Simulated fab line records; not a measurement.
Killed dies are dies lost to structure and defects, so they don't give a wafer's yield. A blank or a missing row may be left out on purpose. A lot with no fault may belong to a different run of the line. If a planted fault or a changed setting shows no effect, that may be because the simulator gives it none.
Which tool is to blame? || flow nand-harc || 7 lots with 21 wafers sampled at 4 steps, on a route of 1302 steps

WHAT THE GAUGES READ, wafer by wafer
NHARC_END_SORT_01.
{"lot": "L916", "measured": "day 32 20:09", "on": "prober-01", "killed-at-array": "34 116 28"}

WHICH TOOL RAN EACH LOT (tool, then ch and the chambers of the sampled wafers, then the start)
{"lot": "L899", "NHARC_A_WL_FILL_PRECLEAN_30": "wet-bench-09 ch 3,4,5, day 22 11:52", "NHARC_THIN_TSV_STRIP_45": "plasma-asher-01 ch 0,1, day 25 02:43", "NHARC_THIN_TSV_ETCH_36": "rie-metal-02 ch 0,1, day 25 08:12"}
{"lot": "L900", "NHARC_A_WL_FILL_PRECLEAN_30": "wet-bench-02 ch 0,5,7, day 22 21:07", "NHARC_THIN_TSV_STRIP_45": "plasma-asher-02 ch 0,1, day 25 15:14", "NHARC_THIN_TSV_ETCH_36": "rie-metal-02 ch 0,1, day 25 20:32"}
{"lot": "L903", "NHARC_A_WL_FILL_PRECLEAN_30": "wet-bench-09 ch 4,6,7, day 24 07:01", "NHARC_THIN_TSV_STRIP_45": "plasma-asher-01 ch 0,1, day 27 02:24", "NHARC_THIN_TSV_ETCH_36": "rie-metal-01 ch 0,1, day 27 07:58"}
{"lot": "L906", "NHARC_A_WL_FILL_PRECLEAN_30": "wet-bench-04 ch 0,3,4, day 24 19:33", "NHARC_THIN_TSV_STRIP_45": "plasma-asher-02 ch 0,1, day 27 16:43", "NHARC_THIN_TSV_ETCH_36": "rie-metal-03 ch 0,1, day 27 22:08"}
{"lot": "L907", "NHARC_A_WL_FILL_PRECLEAN_30": "wet-bench-09 ch 3,4,7, day 26 15:10", "NHARC_THIN_TSV_STRIP_45": "plasma-asher-01 ch 0, day 29 13:09", "NHARC_THIN_TSV_ETCH_36": "rie-metal-02 ch 0,1, day 29 18:25"}
{"lot": "L916", "NHARC_A_WL_FILL_PRECLEAN_30": "wet-bench-09 ch 0,1,7, day 29 15:27", "NHARC_THIN_TSV_STRIP_45": "plasma-asher-01 ch 0,1, day 32 03:55", "NHARC_THIN_TSV_ETCH_36": "rie-metal-03 ch 0,1, day 32 09:16"}
{"lot": "L919", "NHARC_A_WL_FILL_PRECLEAN_30": "wet-bench-04 ch 0,6,7, day 30 11:06", "NHARC_THIN_TSV_STRIP_45": "plasma-asher-02 ch 0,1, day 33 06:05", "NHARC_THIN_TSV_ETCH_36": "rie-metal-01 ch 0,1, day 33 11:41"}
- NHARC_A_WL_FILL_PRECLEAN_30: cleans in dHF, time 10 s.
- NHARC_THIN_TSV_STRIP_45: strips in O2.
- NHARC_THIN_TSV_ETCH_36: etches the open film in Cl2/BCl3, target depth 65 nm, time 18.571 s.

THE ANSWER, worked out from the rows above alone
Rule: the lots themselves supply what counts as usual. Put in order of their means at a reading, lots are off if they are a third of the lots or fewer, leave a main group of 4 or more, and stand apart from it by a gap of 3 or more times the standard deviation of the main group's means; of several such gaps the widest counts. The tables above print the reading to a certain number of digits; a main group whose means all agree to those digits is not used. Also off: a lot with no number at a reading for which 4 or more lots have one. All remaining lots with rows at the step are treated as sound.
Nothing can be told from this: no lot is off at any reading shown.

WHAT WAS PUT IN BY THE SIMULATOR
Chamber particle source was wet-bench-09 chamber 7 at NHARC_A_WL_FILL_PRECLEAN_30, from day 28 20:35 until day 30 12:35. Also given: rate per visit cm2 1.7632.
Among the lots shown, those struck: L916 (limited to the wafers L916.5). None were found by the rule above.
